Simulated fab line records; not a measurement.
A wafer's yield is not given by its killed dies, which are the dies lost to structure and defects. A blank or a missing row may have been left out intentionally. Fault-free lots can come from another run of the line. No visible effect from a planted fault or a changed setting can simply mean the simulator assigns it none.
fab line records	flow nandHarc
record lots=5	wafers=15	lastDay=23
route steps=1159 shown P_ZERO_WELL@29 END@1159
lots that met no fault: from a run of the same line without faults
startH: start of the lot's first displayed wafer, in hours after the record's first day	waitH: hours elapsed since this lot's preceding step	" the same as in the row above	L1.1+2: one row covering several wafers at once	- either no value or no given start	* or withheld: withheld	< > ~ a bound
route shown NAME@n: names a module that has steps shown in the file, with the first one's number in the route	usual: the fault-free wafers' mean and standard deviation	same: alike in all rows	chamber/n: place in a boat	sites: each site's reading	_std_site: the values' standard deviation	_edge_site: inner sites' mean taken away from outer sites' mean	radiusMm: how far each site lies from the wafer's centre	mask NAME#n: copy n	behind: the tool/chamber that last shaped the wafer	hold: reason for holding the lot/hours on hold/outcome of the hold	device: transistor that didn't switch, given as n, p or np	end of line: tests of these same wafers at the route's end	step lacking rows: just its recipe	killed: count of dies lost to structure and defects at first sort (not the wafer's yield)	map: per-die view of a wafer (x killed, . not killed, _ where there is no die)
set.NAME: the setting as run; set.NAME@STEP: as run at that earlier step	model.NAME: the simulator's own value behind a step, which no gauge read
lots at selected steps of the route; one table per step, one row per wafer
services: when a tool's chamber went out of use (startH, in hours from the record's first day, below 0 if earlier), for how many hours, and the reason
## steps
# step NHARC_P_ZERO_WELL_CD_MEAS_24
# recipe targetCdNm=720	landingEnergyEv=500
# usual cdNm=720.9/2.2
# same landingEnergyEv=500
lot.wafer	tool	chamber	startH	waitH	cdNm
L315.1	cdSem-02	0	44.33	-	725.1
L315.3	"	0	"	"	720.3
L315.6	"	0	"	"	721.0
L324.3	cdSem-03	0	98.51	-	722.3
L324.4	"	0	"	"	723.7
L324.6	"	0	"	"	720.9
L325.1	cdSem-03	0	104.48	-	718.0
L325.3	"	0	"	"	722.5
L325.6	"	0	"	"	719.8
L327.1	cdSem-02	0	117.21	-	720.1
L327.4	"	0	"	"	719.8
L327.5	"	0	"	"	721.2
L328.2	cdSem-01	0	122.40	-	717.0
L328.5	"	0	"	"	716.2
L328.6	"	0	"	"	720.0
# step NHARC_P_ZERO_WELL_HARDBAKE_25
# recipe tempC=125	timeS=80
# step NHARC_P_ZERO_WELL_DESCUM_26
# recipe timeS=3	o2FlowSccm=200	arFlowSccm=0	biasPowerW=0	chemistry=O2
# usual drypumpMotorCurrentA=5.7/0.37	oesProductAu=1.005/0.01	rfVppV=57.8/0.86	showerheadPlenumPTorr=1.91/0.089	throttleValvePct=11.310/0.0079
lot.wafer	tool	chamber	startH	waitH	drypumpMotorCurrentA	oesProductAu	rfHoursCounterH	rfVppV	showerheadPlenumPTorr	throttleValvePct
L315.1	rieDiel-07	3	44.49	-	5.8	0.997	10	57.5	1.88	11.305
L315.3	"	0	"	"	5.7	1.006	10	57.2	1.80	11.308
L315.6	"	1	"	"	5.7	0.991	-	56.3	1.91	11.313
L324.4	rieDiel-07	3	98.69	-	5.8	0.994	3	58.5	1.88	11.310
L324.3	"	0	"	"	5.7	1.018	2	56.9	1.80	11.304
L324.6	"	1	"	"	5.7	0.993	-	57.9	1.91	11.317
L325.3	rieDiel-10	3	104.66	-	6.1	1.010	10	56.9	1.79	11.301
L325.1	"	0	"	"	6.2	1.003	9	58.1	2.03	11.308
L325.6	"	2	"	"	5.3	1.010	-	57.8	2.00	11.308
L327.1	rieDiel-07	0	117.38	-	5.7	1.001	4	56.6	1.80	11.307
L327.4	"	2	"	"	5.1	1.028	4	58.3	1.83	11.319
L327.5	"	3	"	"	5.7	0.988	-	57.5	1.88	11.315
L328.2	rieDiel-10	0	122.60	-	6.2	0.999	11	58.0	2.03	11.314
L328.5	"	1	"	"	5.7	1.020	-	58.0	2.02	11.314
L328.6	"	2	"	"	5.3	1.020	-	58.1	2.00	11.303
# step NHARC_P_ZERO_WELL_IMPLANT_27
# recipe energyKev=600	doseCm2=1e+13	tiltDeg=7
# step NHARC_P_ZERO_WELL_IMPLANT_57
# recipe energyKev=250	doseCm2=4e+12	tiltDeg=7
# step NHARC_P_ZERO_WELL_IMPLANT_58
# recipe energyKev=100	doseCm2=2e+12	tiltDeg=7
# step NHARC_P_ZERO_WELL_STRIP_28
# recipe timeS=840	tempC=130	chemistry=SPM
# step NHARC_P_ZERO_WELL_DEHYDRATE_29
# recipe tempC=150	timeS=120
# step NHARC_P_ZERO_WELL_HMDS_30
# recipe timeS=30
# step NHARC_P_ZERO_WELL_COAT_31
# recipe spinRpm=withheld
# step NHARC_P_ZERO_WELL_SOFTBAKE_32
# recipe tempC=122	timeS=95
# step NHARC_P_ZERO_WELL_EBR_33
# step NHARC_P_ZERO_WELL_EXPOSE_34
# recipe na=0.6	targetCdNm=720	doseMj=22.31	maskId=P_PWELL
lot.wafer	tool	chamber	startH	waitH	mask
L315.1+3+6	krfScanner-02	0	45.85	-	P_NWELL#0
L324.3+4+6	krfScanner-02	0	100.00	-	P_PWELL#0
L325.1+3+6	krfScanner-04	0	105.97	-	P_PWELL#0
L327.1+4+5	krfScanner-01	0	118.57	-	P_PWELL#0
L328.2+5+6	krfScanner-04	0	123.90	-	P_PWELL#0
# step NHARC_P_ZERO_WELL_PEB_35
# recipe pebTempC=118	pebTimeS=85
# step NHARC_P_ZERO_WELL_DEVELOP_36
# recipe timeS=70
# step NHARC_P_ZERO_WELL_CD_MEAS_37
# recipe targetCdNm=720	landingEnergyEv=500
# usual cdNm=720.7/2
# same landingEnergyEv=500
lot.wafer	tool	chamber	startH	waitH	cdNm
L315.1	cdSem-02	0	46.00	-	-
L315.3	"	0	"	"	-
L315.6	"	0	"	"	-
L324.3	cdSem-01	0	100.15	-	719.2
L324.4	"	0	"	"	721.9
L324.6	"	0	"	"	721.2
L325.1	cdSem-01	0	106.13	-	723.2
L325.3	"	0	"	"	722.5
L325.6	"	0	"	"	722.3
L327.1	cdSem-02	0	118.73	-	718.6
L327.4	"	0	"	"	720.5
L327.5	"	0	"	"	721.4
L328.2	cdSem-02	0	124.05	-	718.0
L328.5	"	0	"	"	717.3
L328.6	"	0	"	"	717.3
# step NHARC_P_ZERO_WELL_HARDBAKE_38
# recipe tempC=125	timeS=80
# step NHARC_END_SORT_01
# recipe tempC=25
# usual killedAtArray=27/11	killedAtOther=0.6/1	killedAtPeriphery=3.0/2.1	killedDies=31/12	killedOpen=3.2/1.7	killedShort=1.7/1.4
# same grossDies=677
lot.wafer	tool	chamber	startH	waitH	killedAtArray	killedAtOther	killedAtPeriphery	killedDies	killedOpen	killedShort
L315.1	prober-02	0	496.92	2.5	23	0	654	677	3	2
L315.3	prober-02	0	498.50	3.1	40	0	637	677	4	3
L315.6	prober-02	0	500.87	4.0	27	1	649	677	5	3
# killed by level:class
L315.1 P_ZERO_WELL:areaExpose=648 A_CHANNEL_HOLE_D1:chamberFilmFlake=10 A_SLIT:chamberFilmFlake=8 A_CONTACT:chamberFilmFlake=2 P_GATE:chamberFilmFlake=2 P_STI:geometricParticle:open=1 P_GATE:geometricParticle:short=1 P_CONTACT:geometricParticle:open=1
L315.3 P_ZERO_WELL:areaExpose=632 A_SLIT:chamberFilmFlake=15 A_CHANNEL_HOLE_D1:chamberFilmFlake=13 P_STI:chamberFilmFlake=3 A_STAIRCASE:chamberFilmFlake=2 A_SGD_CUT:chamberFilmFlake=2 A_CONTACT:chamberFilmFlake=2 P_CONTACT:geometricParticle:open=1
L315.6 P_ZERO_WELL:areaExpose=646 A_CHANNEL_HOLE_D1:chamberFilmFlake=10 A_SLIT:chamberFilmFlake=10 P_CONTACT:geometricParticle:short=2 A_CONTACT:chamberFilmFlake=2 P_CONTACT:geometricParticle:open=1 A_ONON_D1:geometricParticle:open=1 A_CONTACT:geometricParticle:open=1
# map L315.1 (x killed, . not)
____________x____________
_________xxxxxxx_________
_______xxxxxxxxxxx_______
______xxxxxxxxxxxxx______
_____xxxxxxxxxxxxxxx_____
____xxxxxxxxxxxxxxxxx____
____xxxxxxxxxxxxxxxxx____
___xxxxxxxxxxxxxxxxxxx___
___xxxxxxxxxxxxxxxxxxx___
__xxxxxxxxxxxxxxxxxxxxx__
__xxxxxxxxxxxxxxxxxxxxx__
_xxxxxxxxxxxxxxxxxxxxxxx_
_xxxxxxxxxxxxxxxxxxxxxxx_
_xxxxxxxxxxxxxxxxxxxxxxx_
_xxxxxxxxxxxxxxxxxxxxxxx_
_xxxxxxxxxxxxxxxxxxxxxxx_
xxxxxxxxxxxxxxxxxxxxxxxxx
xxxxxxxxxxxxxxxxxxxxxxxxx
xxxxxxxxxxxxxxxxxxxxxxxxx
xxxxxxxxxxxxxxxxxxxxxxxxx
xxxxxxxxxxxxxxxxxxxxxxxxx
_xxxxxxxxxxxxxxxxxxxxxxx_
_xxxxxxxxxxxxxxxxxxxxxxx_
_xxxxxxxxxxxxxxxxxxxxxxx_
_xxxxxxxxxxxxxxxxxxxxxxx_
_xxxxxxxxxxxxxxxxxxxxxxx_
__xxxxxxxxxxxxxxxxxxxxx__
__xxxxxxxxxxxxxxxxxxxxx__
___xxxxxxxxxxxxxxxxxxx___
___xxxxxxxxxxxxxxxxxxx___
____xxxxxxxxxxxxxxxxx____
____xxxxxxxxxxxxxxxxx____
_____xxxxxxxxxxxxxxx_____
______xxxxxxxxxxxxx______
_______xxxxxxxxxxx_______
_________xxxxxxx_________
____________x____________
# map L324.4 (x killed, . not)
____________.____________
_________......._________
_______..........._______
______.............______
_____..............._____
____..............x..____
____...x.............____
___...................___
___..x..x.............___
__.....................__
__......x..............__
_..............x........_
_......................._
_......................._
_......................._
_......................._
...........x.............
..x...........x..........
.........x...............
.xx............x.........
.xx......................
_xx.........x..........._
_.xx...............x...._
_xx...............x....._
_xxx...................._
_xx....................._
__.x......x............__
__x....................__
___x..................___
___...................___
____.................____
____.................____
_____........x......_____
______.............______
_______..........._______
_________......._________
____________.____________
## services
tool	chamber	startH	hours	kind
krfScanner-04	-	21.54	0.9	repair
rieDiel-10	2	24.86	21.5	repair
rieDiel-07	0	30.35	-	clean
rieDiel-07	1	30.35	-	clean
rieDiel-07	2	30.35	-	clean
rieDiel-07	3	30.35	-	clean
krfScanner-01	-	34.18	35.8	repair
krfScanner-02	-	38.00	4.0	pm
rieDiel-07	2	39.06	5.7	repair
rieDiel-07	-	51.20	9.0	pm
rieDiel-07	0	51.20	9.0	ventCycle
rieDiel-07	1	51.20	9.0	ventCycle
rieDiel-07	2	51.20	9.0	ventCycle
rieDiel-07	3	51.20	9.0	ventCycle
krfScanner-04	-	59.09	0.8	repair
rieDiel-07	0	60.20	-	clean
rieDiel-07	1	60.20	-	clean
rieDiel-07	2	60.20	-	clean
rieDiel-07	3	60.20	-	clean
krfScanner-02	-	79.20	5.6	repair
krfScanner-01	-	86.40	0.7	repair
krfScanner-04	-	94.32	0.2	repair
rieDiel-10	0	98.53	1.6	repair
krfScanner-02	-	106.36	2.0	repair
## key
firstSign step=NHARC_P_ZERO_WELL_EXPOSE_34	reading=mask	direction=changed
effect step=NHARC_P_ZERO_WELL_CD_MEAS_37	reading=cdNm	direction=missing
effect step=NHARC_END_SORT_01	reading=killedAtPeriphery	direction=up	sigmas=99+	usual=3.0	struck=646.7
moreKillsBornAt NHARC_P_ZERO_WELL_EXPOSE_34@krfScanner-02=1926
metAt NHARC_P_ZERO_WELL_EXPOSE_34
struckWafers L315.1,L315.3,L315.6
laterRowsLeftOut L315.1,L315.3,L315.6
testerLeftOut L315
fault kind=wrongMask	tool=any	chamber=-	onsetH=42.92	steps=NHARC_P_ZERO_WELL_EXPOSE_34	auxCopy=P_NWELL#0	scope=struckLotsOnly
# testerLeftOut: of these lots the tester's yield and bins aren't shown, on N5 and GAA mostly nor the transistor test; their killed dies are dies lost to structure and defects alone, not to doping, threshold or leakage, so they don't give the yield
# laterRowsLeftOut: the simulator's readings of these wafers behind a module that went badly wrong aren't trusted and aren't shown, but for the sort
